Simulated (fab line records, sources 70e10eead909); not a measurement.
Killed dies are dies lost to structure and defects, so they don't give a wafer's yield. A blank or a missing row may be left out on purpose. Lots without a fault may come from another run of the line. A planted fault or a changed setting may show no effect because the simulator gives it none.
Chamber matching | flow nand_harc | NHARC_A_CONTACT_ETCH_92 on rie_diel-09: 4 sister chambers
The step etches the open film in CH3F/O2, target depth 40 nm, time 85.7 s. 8 wafers are shown with their chamber, then 12 later ones without.

WAFERS WITH THEIR CHAMBER
wafer  | chamber | showerhead_plenum_p_Torr (Torr) | drypump_motor_current_A (A)
L079.4 | 1       | 2.49                            | 5.4
L080.1 | 1       | 2.49                            | 5.3
L084.4 | 0       | 2.29                            | 5.3
L085.5 | 2       | 2.28                            | 5.2
L085.6 | 3       | 2.60                            | 6.0
L086.1 | 2       | 2.28                            | 5.2
L086.4 | 0       | 2.28                            | 5.3
L086.5 | 3       | 2.60                            | 6.0

WAFERS WITHOUT THEIR CHAMBER
wafer  | showerhead_plenum_p_Torr (Torr) | drypump_motor_current_A (A)
L089.1 | 2.28                            | 5.3
L089.2 | 2.28                            | 5.2
L089.6 | 2.28                            | 5.2
L088.1 | 2.49                            | 5.4
L088.3 | 2.59                            | 6.0
L088.4 | 2.28                            | 5.3
L096.1 | 2.59                            | 6.0
L096.3 | 2.27                            | 5.2
L096.6 | 2.48                            | 5.4
L097.1 | 2.48                            | 5.4
L097.4 | 2.27                            | 5.2
L097.5 | 2.28                            | 5.3

WHICH CHAMBER EACH WENT THROUGH
wafer  | from the rows above     | in truth
L089.1 | can't be placed: 0 or 2 | 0
L089.2 | 2                       | 2
L089.6 | 2                       | 2
L088.1 | 1                       | 1
L088.3 | 3                       | 3
L088.4 | can't be placed: 0 or 2 | 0
L096.1 | 3                       | 3
L096.3 | 2                       | 2
L096.6 | 1                       | 1
L097.1 | 1                       | 1
L097.4 | 2                       | 2
L097.5 | can't be placed: 0 or 2 | 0
Placed correctly: 9 of 12. Can't be placed from these rows: 3 (the true chamber is among the candidates in 3). Placed wrongly: 0.
How it was worked out, from the rows above alone: a wafer's distance from a chamber is the root of the sum, over the readings, of the square of ((its reading less the chamber's mean) divided by the reading's scatter). The wafer belongs to the nearest chamber; if the next one is less than 2 further off, it can't be placed. A chamber's mean is the mean of its shown wafers. The scatter: the root of (the sum of the squares of (reading less its chamber's mean) over the shown wafers, divided by (wafers less chambers)).
